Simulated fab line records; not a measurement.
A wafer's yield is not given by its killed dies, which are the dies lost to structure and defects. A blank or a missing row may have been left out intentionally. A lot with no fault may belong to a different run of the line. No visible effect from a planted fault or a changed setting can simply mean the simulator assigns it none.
Chamber matching / flow n5_finfet / N5_BEOL_M8_STRIP_36 on rie_diel-04: 4 sister chambers
The step strips in N2/H2. 16 wafers are shown with their chamber, then 8 later ones without.

== EACH WAFER AND ITS CHAMBER ==
wafer=L074.1; chamber=0; showerhead_plenum_p_Torr (Torr)=2.61; drypump_motor_current_A (A)=5.4; throttle_valve_pct (%)=23.44
wafer=L074.4; chamber=2; showerhead_plenum_p_Torr (Torr)=2.48; drypump_motor_current_A (A)=5.4; throttle_valve_pct (%)=23.16
wafer=L074.5; chamber=1; showerhead_plenum_p_Torr (Torr)=2.53; drypump_motor_current_A (A)=6.0; throttle_valve_pct (%)=23.69
wafer=L078.2; chamber=1; showerhead_plenum_p_Torr (Torr)=2.52; drypump_motor_current_A (A)=6.1; throttle_valve_pct (%)=23.75
wafer=L078.3; chamber=2; showerhead_plenum_p_Torr (Torr)=2.48; drypump_motor_current_A (A)=5.4; throttle_valve_pct (%)=23.14
wafer=L078.4; chamber=3; showerhead_plenum_p_Torr (Torr)=2.70; drypump_motor_current_A (A)=6.4; throttle_valve_pct (%)=23.66
wafer=L080.2; chamber=1; showerhead_plenum_p_Torr (Torr)=2.52; drypump_motor_current_A (A)=6.0; throttle_valve_pct (%)=23.74
wafer=L080.3; chamber=3; showerhead_plenum_p_Torr (Torr)=2.70; drypump_motor_current_A (A)=6.3; throttle_valve_pct (%)=23.67
wafer=L080.4; chamber=2; showerhead_plenum_p_Torr (Torr)=2.47; drypump_motor_current_A (A)=5.4; throttle_valve_pct (%)=23.14
wafer=L082.1; chamber=1; showerhead_plenum_p_Torr (Torr)=2.52; drypump_motor_current_A (A)=6.0; throttle_valve_pct (%)=23.75
wafer=L082.5; chamber=0; showerhead_plenum_p_Torr (Torr)=2.60; drypump_motor_current_A (A)=5.4; throttle_valve_pct (%)=23.43
wafer=L082.6; chamber=3; showerhead_plenum_p_Torr (Torr)=2.70; drypump_motor_current_A (A)=6.3; throttle_valve_pct (%)=23.67
wafer=L083.2; chamber=1; showerhead_plenum_p_Torr (Torr)=2.52; drypump_motor_current_A (A)=6.0; throttle_valve_pct (%)=23.75
wafer=L083.4; chamber=3; showerhead_plenum_p_Torr (Torr)=2.70; drypump_motor_current_A (A)=6.3; throttle_valve_pct (%)=23.70
wafer=L083.5; chamber=3; showerhead_plenum_p_Torr (Torr)=2.70; drypump_motor_current_A (A)=6.3; throttle_valve_pct (%)=23.69
wafer=L085.2; chamber=3; showerhead_plenum_p_Torr (Torr)=2.70; drypump_motor_current_A (A)=6.3; throttle_valve_pct (%)=23.69

SIGNATURES (means of the wafers above)
reading=showerhead_plenum_p_Torr; chamber 0=2.6050; chamber 1=2.5220; chamber 2=2.4767; chamber 3=2.7000; scatter within a chamber=0.00405
reading=drypump_motor_current_A; chamber 0=5.400; chamber 1=6.020; chamber 2=5.400; chamber 3=6.317; scatter within a chamber=0.0369
reading=throttle_valve_pct; chamber 0=23.4350; chamber 1=23.7360; chamber 2=23.1467; chamber 3=23.6800; scatter within a chamber=0.0188
Rule: for each reading, subtract the chamber's mean from the wafer's reading, divide by that reading's scatter and square the result; add these up over the readings and take the root, which gives the wafer's distance from the chamber. If the next closest chamber is less than 2 further off than the closest, the wafer can't be placed; otherwise it belongs to the closest. How the scatter is found: for the shown wafers, subtract from each reading the mean of its chamber, square and add these, divide the total by (wafers less chambers), then take the root.

== WAFERS WITH NO CHAMBER GIVEN ==
wafer=L085.3; showerhead_plenum_p_Torr (Torr)=2.47; drypump_motor_current_A (A)=5.3; throttle_valve_pct (%)=23.18
wafer=L085.4; showerhead_plenum_p_Torr (Torr)=2.51; drypump_motor_current_A (A)=6.0; throttle_valve_pct (%)=23.75
wafer=L087.2; showerhead_plenum_p_Torr (Torr)=2.51; drypump_motor_current_A (A)=6.1; throttle_valve_pct (%)=23.75
wafer=L087.4; showerhead_plenum_p_Torr (Torr)=2.60; drypump_motor_current_A (A)=5.4; throttle_valve_pct (%)=23.47
wafer=L087.6; showerhead_plenum_p_Torr (Torr)=2.47; drypump_motor_current_A (A)=5.4; throttle_valve_pct (%)=23.16
wafer=L090.2; showerhead_plenum_p_Torr (Torr)=2.69; drypump_motor_current_A (A)=6.4; throttle_valve_pct (%)=23.69
wafer=L090.3; showerhead_plenum_p_Torr (Torr)=2.59; drypump_motor_current_A (A)=5.4; throttle_valve_pct (%)=23.46
wafer=L090.4; showerhead_plenum_p_Torr (Torr)=2.69; drypump_motor_current_A (A)=6.4; throttle_valve_pct (%)=23.71

== EACH ONE'S CHAMBER ==
wafer=L085.3; from the rows above=2; in truth=2
wafer=L085.4; from the rows above=1; in truth=1
wafer=L087.2; from the rows above=1; in truth=1
wafer=L087.4; from the rows above=0; in truth=0
wafer=L087.6; from the rows above=2; in truth=2
wafer=L090.2; from the rows above=3; in truth=3
wafer=L090.3; from the rows above=0; in truth=0
wafer=L090.4; from the rows above=3; in truth=3
Correct placement for 8 of the 8. Can't be placed from these rows: 0. Number placed wrongly: 0.
